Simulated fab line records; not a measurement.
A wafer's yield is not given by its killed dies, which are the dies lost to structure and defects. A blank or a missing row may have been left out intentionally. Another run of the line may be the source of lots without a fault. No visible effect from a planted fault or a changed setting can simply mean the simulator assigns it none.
fab line records    flow n5-finfet
record lots=11  wafers=33  last-day=18
route steps=1938 shown BEOL_M15@1818 MIM_TOP_LITHO@1843
lots that met no fault: from a run of the same line without faults
start-h: start of the lot's first displayed wafer, in hours after the record's first day    wait-h: hours elapsed since this lot's preceding step    " repeats the value in the row above    L1.1+2: a single row standing in for several wafers    - no value, or no start given    * or withheld: withheld    < > ~ a bound
route shown NAME@n: a module of which the file shows steps, and the number in the route of the first    usual: mean and standard deviation over wafers with no fault    same: alike in all rows    chamber/n: place in a boat    sites: readings site by site    _std_site: how widely they spread, as a standard deviation    _edge_site: inner sites' mean taken away from outer sites' mean    radius-mm: for every site, how far away it sits from the centre of the wafer    mask NAME#n: copy n    behind: tool/chamber where the wafer was last shaped    hold: why the lot was held/for how many hours/how that ended    device: names the non-switching transistor (n, p or np)    end of line: the route-end tests of the same wafers    where a step has no rows: the recipe by itself    killed: not the wafer's yield, but the dies lost to structure and defects at the first sort    map: a wafer's dies, marking killed ones x, the rest . and places with no die _
set.NAME: the setting that was run; set.NAME@STEP: the one run at that earlier step    model.NAME: the simulator's own value behind a step, which no gauge read
route steps across a sampled set of lots; one table per step, one row per wafer
services: a tool's chamber out of use, with start hour (start-h, from the record's first day; less than 0 if before it), hours out, and reason
## steps
# step N5_BEOL_M15_PRE_CLEAN_42
# recipe gas=H2/He  time-s=30  temp-c=300
# usual heater-power-w=464/49  susceptor-temp-C=300.01/0.17
lot.wafer  tool            chamber  start-h  wait-h  heater-power-w  susceptor-temp-C
L491.1     pvd-sputter-01  -        252.13   0.0     475             299.69
L491.3     "               -        "        "       451             299.90
L491.4     "               -        "        "       386             300.23
L492.2     pvd-sputter-03  -        254.36   0.0     499             300.13
L492.3     "               -        "        "       419             300.12
L492.4     "               -        "        "       566             299.97
L493.1     pvd-sputter-02  -        264.96   0.0     497             300.11
L493.2     "               -        "        "       477             299.91
L493.5     "               -        "        "       460             300.05
L497.3     pvd-sputter-03  -        281.62   0.0     372             299.86
L497.4     "               -        "        "       508             299.93
L497.5     "               -        "        "       500             300.03
L496.2     pvd-sputter-03  -        282.02   0.0     414             299.94
L496.3     "               -        "        "       385             299.84
L496.6     "               -        "        "       506             300.31
L500.3     pvd-sputter-01  -        314.00   0.0     487             299.94
L500.4     "               -        "        "       472             300.11
L500.6     "               -        "        "       378             300.39
L504.1     pvd-sputter-03  -        338.87   0.0     542             299.90
L504.5     "               -        "        "       556             300.03
L504.6     "               -        "        "       387             299.82
L506.1     pvd-sputter-01  -        339.82   0.0     460             299.87
L506.4     "               -        "        "       478             299.85
L506.5     "               -        "        "       437             299.87
L508.2     pvd-sputter-01  -        354.91   0.0     461             299.81
L508.3     "               -        "        "       386             300.00
L508.4     "               -        "        "       450             300.01
L510.2     pvd-sputter-03  -        390.86   0.0     379             300.42
L510.4     "               -        "        "       422             300.05
L510.6     "               -        "        "       420             299.97
L511.1     pvd-sputter-03  -        407.66   0.0     382             300.04
L511.5     "               -        "        "       417             299.91
L511.6     "               -        "        "       506             299.98
# step N5_MIM_TOP_LITHO_EXPOSE_05
# recipe mask-id=MIM_TOP  na=0.55  source-shape=conventional  sigma-outer=0.8  polarization=unpolarized  target-cd-nm=2000  dose-mj=20.5
# usual exposure-dose-mJ-cm2=20.484/0.022  reticle-temp-C=23.00/0.099  stage-vel-mm-s=500.02/0.26
lot.wafer  tool            chamber  start-h  wait-h  mask       exposure-dose-mJ-cm2  reticle-temp-C  stage-vel-mm-s
L491.1     krf-scanner-01  0        258.56   -       MIM_TOP#0  20.468                22.87           500.50
L491.3     "               0        "        "       MIM_TOP#0  20.476                23.03           500.32
L491.4     "               0        "        "       MIM_TOP#0  20.518                23.15           500.00
L492.2     krf-scanner-02  0        259.12   -       MIM_TOP#0  20.492                23.00           500.34
L492.3     "               0        "        "       MIM_TOP#0  20.494                23.04           499.88
L492.4     "               0        "        "       MIM_TOP#0  20.488                23.21           499.89
L493.1     krf-scanner-01  0        270.75   -       MIM_TOP#0  20.512                23.23           500.09
L493.2     "               0        "        "       MIM_TOP#0  20.504                23.10           499.98
L493.5     "               0        "        "       MIM_TOP#0  20.509                22.97           499.93
L497.3     krf-scanner-01  0        287.80   -       MIM_TOP#0  20.490                23.03           499.88
L497.4     "               0        "        "       MIM_TOP#0  20.487                23.02           499.76
L497.5     "               0        "        "       MIM_TOP#0  20.508                22.97           500.12
L496.2     krf-scanner-02  0        287.97   -       MIM_TOP#0  20.456                22.99           500.14
L496.3     "               0        "        "       MIM_TOP#0  20.493                22.97           500.12
L496.6     "               0        "        "       MIM_TOP#0  20.448                22.86           500.29
L500.3     krf-scanner-02  0        319.75   -       MIM_TOP#0  20.516                22.92           500.08
L500.4     "               0        "        "       MIM_TOP#0  20.552                22.89           500.13
L500.6     "               0        "        "       MIM_TOP#0  20.488                22.99           500.16
L504.1     krf-scanner-02  0        344.89   -       MIM_TOP#0  20.503                23.05           500.18
L504.5     "               0        "        "       MIM_TOP#0  20.486                22.99           499.73
L504.6     "               0        "        "       MIM_TOP#0  20.491                23.00           500.46
L506.1     krf-scanner-01  0        346.05   -       MIM_TOP#0  20.502                22.98           499.66
L506.4     "               0        "        "       MIM_TOP#0  20.462                22.91           499.87
L506.5     "               0        "        "       MIM_TOP#0  20.494                22.94           499.62
L508.2     krf-scanner-01  0        361.19   -       MIM_TOP#0  20.817                22.99           499.77
L508.3     "               0        "        "       MIM_TOP#0  20.839                23.01           499.78
L508.4     "               0        "        "       MIM_TOP#0  20.817                23.04           499.90
L510.2     krf-scanner-02  0        394.30   -       MIM_TOP#0  20.454                23.14           499.96
L510.4     "               0        "        "       MIM_TOP#0  20.461                22.99           500.38
L510.6     "               0        "        "       MIM_TOP#0  20.485                23.07           500.36
L511.1     krf-scanner-01  0        411.61   -       MIM_TOP#0  20.655                22.95           500.38
L511.5     "               0        "        "       MIM_TOP#0  20.678                23.12           500.62
L511.6     "               0        "        "       MIM_TOP#0  20.650                23.16           500.42
# step N5_MIM_TOP_LITHO_OVL_MEAS_11
# recipe points-per-wafer=44
# usual MIM_TOP_OVL=-4/4.8
lot.wafer  tool        chamber  start-h  wait-h  MIM_TOP_OVL[nm]
L491.1     overlay-01  0        258.77   0.0     -9
L491.3     "           0        "        "       -8
L491.4     "           0        "        "       -10
L492.2     overlay-02  0        259.32   0.0     6
L492.3     "           0        "        "       0
L492.4     "           0        "        "       11
L493.1     overlay-02  0        270.96   0.0     2
L493.2     "           0        "        "       -1
L493.5     "           0        "        "       -5
L497.3     overlay-01  0        287.99   0.0     -3
L497.4     "           0        "        "       -7
L497.5     "           0        "        "       -3
L496.2     overlay-02  0        288.18   0.0     -3
L496.3     "           0        "        "       8
L496.6     "           0        "        "       0
L500.3     overlay-02  0        319.95   0.0     -1
L500.4     "           0        "        "       -11
L500.6     "           0        "        "       -6
L504.1     overlay-02  0        345.09   0.0     -6
L504.5     "           0        "        "       5
L504.6     "           0        "        "       -8
L506.1     overlay-01  0        346.26   0.0     -11
L506.4     "           0        "        "       -2
L506.5     "           0        "        "       -10
L508.2     overlay-01  0        361.39   0.0     2
L508.3     "           0        "        "       1
L508.4     "           0        "        "       3
L510.2     overlay-02  0        394.51   0.0     -14
L510.4     "           0        "        "       -15
L510.6     "           0        "        "       -7
L511.1     overlay-01  0        411.82   0.0     -3
L511.5     "           0        "        "       -3
L511.6     "           0        "        "       -8
# step N5_MIM_TOP_LITHO_DESCUM_10
# recipe chemistry=O2  time-s=7.9  source-power-w=50  bias-power-w=20  pressure-mtorr=20  rf-frequency-hz=2.712e+07  temp-c=40  o2-flow-sccm=225
# usual bias-power-w=19.99/0.059  drypump-motor-current-A=6.0/0.35  oes-product-au=0.82/0.075  rf-vpp-V=243.1/1.2  showerhead-plenum-p-Torr=2.09/0.066  throttle-valve-pct=20.21/0.23
lot.wafer  tool         chamber  start-h  wait-h  bias-power-w  drypump-motor-current-A  oes-product-au  rf-hours-counter-h  rf-vpp-V  showerhead-plenum-p-Torr  throttle-valve-pct
L491.1     rie-diel-03  0        258.99   0.2     20.01         6.3                      0.90            24                  241.6     2.05                      19.92
L491.3     "            1        "        "       20.07         5.8                      0.69            236                 245.2     2.16                      20.45
L491.4     "            2        "        "       20.02         6.4                      0.70            229                 242.7     1.98                      20.41
L492.2     rie-diel-02  2        259.38   0.0     19.98         5.6                      0.89            43                  244.1     2.13                      20.66
L492.3     "            3        "        "       20.00         5.8                      0.77            122                 242.5     2.10                      20.43
L492.4     "            3        "        "       20.02         5.8                      0.78            -                   243.2     2.10                      20.42
L493.1     rie-diel-02  1        271.02   0.0     20.10         4.8                      1.00            1                   245.2     2.24                      20.03
L493.2     "            0        "        "       19.92         5.5                      0.77            141                 242.9     2.09                      19.99
L493.5     "            3        "        "       19.96         5.9                      0.77            -                   243.0     2.10                      20.43
L497.3     rie-diel-01  0        288.07   0.1     20.03         6.2                      0.87            44                  243.4     2.12                      19.88
L497.4     "            1        "        "       19.97         5.9                      0.83            74                  242.3     2.02                      20.21
L497.5     "            1        "        "       20.01         5.8                      0.83            -                   241.1     2.02                      20.20
L496.2     rie-diel-03  0        288.23   0.0     20.08         6.3                      0.88            34                  242.9     2.04                      19.94
L496.3     "            2        "        "       20.02         6.4                      0.68            238                 241.5     1.97                      20.43
L496.6     "            0        "        "       19.99         6.3                      0.88            -                   244.0     2.04                      19.93
L500.3     rie-diel-01  3        320.01   0.0     19.88         6.2                      0.79            99                  244.3     2.20                      20.20
L500.4     "            2        "        "       20.00         5.6                      0.71            231                 243.8     2.06                      20.15
L500.6     "            2        "        "       20.05         5.6                      0.72            -                   242.5     2.06                      20.12
L504.1     rie-diel-01  0        345.15   0.0     20.03         6.3                      0.84            65                  243.7     2.11                      19.90
L504.5     "            0        "        "       20.03         6.2                      0.84            -                   242.9     2.11                      19.89
L504.6     "            1        "        "       19.90         5.9                      0.81            -                   242.3     2.01                      20.23
L506.1     rie-diel-02  2        346.33   0.0     19.88         5.6                      0.85            75                  243.8     2.12                      20.71
L506.4     "            0        "        "       20.02         5.5                      0.74            165                 242.4     2.08                      20.02
L506.5     "            2        "        "       20.00         5.6                      0.83            -                   243.8     2.12                      20.69
L508.2     rie-diel-01  1        361.45   0.0     20.06         5.9                      0.80            100                 241.6     2.01                      20.23
L508.3     "            3        "        "       19.95         6.2                      0.78            112                 245.0     2.20                      20.22
L508.4     "            3        "        "       19.98         6.2                      0.78            -                   243.8     2.20                      20.22
L510.2     rie-diel-01  1        394.74   0.2     19.93         5.9                      0.79            114                 242.1     2.01                      20.26
L510.4     "            3        "        "       20.07         6.2                      0.77            -                   244.7     2.19                      20.22
L510.6     "            0        "        "       20.03         6.2                      0.82            -                   243.5     2.11                      19.92
L511.1     rie-diel-03  0        411.88   0.0     20.04         6.3                      0.83            81                  240.9     2.03                      20.00
L511.5     "            0        "        "       19.92         6.3                      0.82            -                   241.5     2.03                      20.01
L511.6     "            1        "        "       20.12         5.8                      0.89            -                   241.8     2.14                      20.18
## services
tool            chamber  start-h  hours  kind
krf-scanner-02  -        231.30   1.0    pm
krf-scanner-01  -        240.86   0.3    repair
krf-scanner-02  -        271.37   0.8    pm
rie-diel-03     -        297.60   0.3    repair
krf-scanner-01  -        304.80   1.3    pm
rie-diel-03     2        307.14   2.8    repair
krf-scanner-01  -        311.29   2.5    repair
krf-scanner-01  0        317.05   -      calibration
krf-scanner-01  -        317.75   4.0    pm
rie-diel-01     -        326.39   2.8    pm
krf-scanner-01  -        331.34   1.0    pm
pvd-sputter-02  -        347.06   1.0    repair
rie-diel-02     1        347.22   1.7    repair
krf-scanner-02  -        351.77   1.3    pm
krf-scanner-01  -        359.31   0.8    pm
rie-diel-01     2        360.58   11.6   repair
krf-scanner-01  -        365.81   9.1    repair
rie-diel-01     2        386.78   -      clean
rie-diel-01     2        386.78   -      consumable-replace:focus-ring
rie-diel-01     2        386.78   18.5   scheduled-down
rie-diel-03     0        391.28   3.4    repair
rie-diel-02     1        395.77   3.4    repair
krf-scanner-02  -        400.30   1.0    pm
krf-scanner-01  -        400.79   5.9    repair
## key
first-sign step=N5_MIM_TOP_LITHO_EXPOSE_05  reading=exposure-dose-mJ-cm2  direction=up  sigmas=12  usual=20.484  struck=20.743
effect none on later readings
met-at N5_MIM_TOP_LITHO_EXPOSE_05
struck-lots L508,L511
loop-trim step=N5_MIM_TOP_LITHO_EXPOSE_05  setting=dose  lots=L511
not-acting-at N5_BEOL_M15_PRE_CLEAN_42,N5_MIM_TOP_LITHO_OVL_MEAS_11,N5_MIM_TOP_LITHO_DESCUM_10
onset-between 346.05 361.19
fault kind=process-parameter-drift  tool=krf-scanner-01  chamber=-  onset-h=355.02  steps=N5_MIM_TOP_LITHO_EXPOSE_05  channel=dose-mj  offset=0.37029  shape=step  acts-in=these-recipes-only  stated=20.5
# loop-trim: a control loop set the setting to another value than it would have without faults
